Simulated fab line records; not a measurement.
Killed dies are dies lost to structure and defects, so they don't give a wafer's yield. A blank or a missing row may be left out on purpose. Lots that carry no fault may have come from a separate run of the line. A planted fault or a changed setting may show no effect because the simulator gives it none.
A single fault, viewed from 3 desks | flow n5 finfet | only its own numbers are on each desk; what lay behind them is given at the end

FOR THE TOOL OWNER'S DESK: cvd co-02
The tool's own readings at N5_BEOL_M2_PRE_CLEAN_60 (time 15 s): means of the sampled wafers that have a number, for each lot that ran on this tool. Any lot whose mean is over 4 standard deviations away from the usual mean is out of limits and marked OUT; that distance is given in the brackets.
Columns: A = heater power w at N5_BEOL_M2_PRE_CLEAN_60, usual 77 W
lot  | first seen here | A
L159 | day 7 11:04     | 87
L158 | day 7 11:24     | 71
L166 | day 9 13:27     | 74
L168 | day 9 20:04     | 80
Finding of this desk: none of the 4 lots has anything out of limits.

THE DEFECT DESK
What the inspections along the route counted, lot by lot: means of the sampled wafers that have a number. Any lot whose mean is over 4 standard deviations away from the usual mean is out of limits and marked OUT; that distance is given in the brackets.
Columns: A = raw defect count at N5_BEOL_M2_INSPECT_59, usual 69; B = raw defect count at N5_BEOL_M3_INSPECT_13, usual 385
lot  | first seen here | A             | B
L156 | day 6 22:55     | 52            | 320
L157 | day 7 02:46     | 60            | 448
L159 | day 7 11:20     | 54            | 382
L158 | day 7 11:41     | 71            | 380
L166 | day 9 13:42     | 354 (+14) OUT | 623
L168 | day 9 20:18     | 306 (+12) OUT | 577
L174 | day 11 19:41    | 62            | 276
L179 | day 12 15:53    | 85            | 372
This desk's finding: out of limits on L166, L168; first on L166, day 9 13:42 (raw defect count at N5_BEOL_M2_INSPECT_59). Within limits: L156, L157, L159, L158, L174, L179.

AT THE METROLOGY DESK
Means of the sampled wafers that have a number, per lot and without regard to the tool the lot ran on: this is what the gauges read. Any lot whose mean is over 4 standard deviations away from the usual mean is out of limits and marked OUT; that distance is given in the brackets. It has 10 readings; the 7 that lie furthest out on some lot are the ones shown.
Columns: A = DIBL_P at N5_BEOL_M4_RC_MEAS_101, usual 37.1 mV/V; B = IOFF_P at N5_BEOL_M4_RC_MEAS_101, usual 0.22 nA/um; C = ION_N at N5_BEOL_M4_RC_MEAS_101, usual 672 uA/um; D = ION_P at N5_BEOL_M4_RC_MEAS_101, usual 460 uA/um; E = SS_P at N5_BEOL_M4_RC_MEAS_101, usual 73.5 mV/dec; F = VT_N at N5_BEOL_M4_RC_MEAS_101, usual 249 mV; G = VT_P at N5_BEOL_M4_RC_MEAS_101, usual -250 mV
lot  | first seen here | A    | B    | C   | D   | E    | F   | G
L156 | day 7 14:53     | 36.4 | 0.19 | 673 | 453 | 73.4 | 249 | -253
L157 | day 7 22:00     | 36.8 | 0.22 | 666 | 460 | 73.4 | 251 | -249
L159 | day 8 07:02     | 38.0 | 0.20 | 691 | 463 | 73.4 | 248 | -251
L158 | day 8 09:48     | 35.0 | 0.18 | 653 | 446 | 73.1 | 256 | -256
L166 | day 10 13:55    | 38.4 | 0.23 | 677 | 460 | 73.8 | 247 | -250
L168 | day 10 19:25    | 37.8 | 0.23 | 680 | 458 | 74.2 | 245 | -249
L174 | day 12 16:10    | 34.1 | 0.19 | 658 | 455 | 73.1 | 251 | -253
L179 | day 13 16:32    | 38.2 | 0.28 | 682 | 464 | 73.2 | 246 | -243
Finding of this desk: none of the 8 lots has anything out of limits.

TAKEN TOGETHER
The defect desk could have raised an alarm at day 9 13:42, on L166, L168.
The desk of the tool owner found nothing out of limits.
Metrology desk: nothing out of limits seen.
The tool owner's desk has L166, L168 on record, within its limits.
The metrology desk has L166, L168 on record, within its limits.
All the named lots went through N5_BEOL_M2_PRE_CLEAN_60 on cvd co-02.

WHAT THE SIMULATOR PUT IN
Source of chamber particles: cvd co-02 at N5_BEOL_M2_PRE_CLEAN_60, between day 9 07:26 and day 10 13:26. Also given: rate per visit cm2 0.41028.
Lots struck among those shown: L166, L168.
Hours from the fault's start to each desk's first reading out of limits: the defect desk, 6.
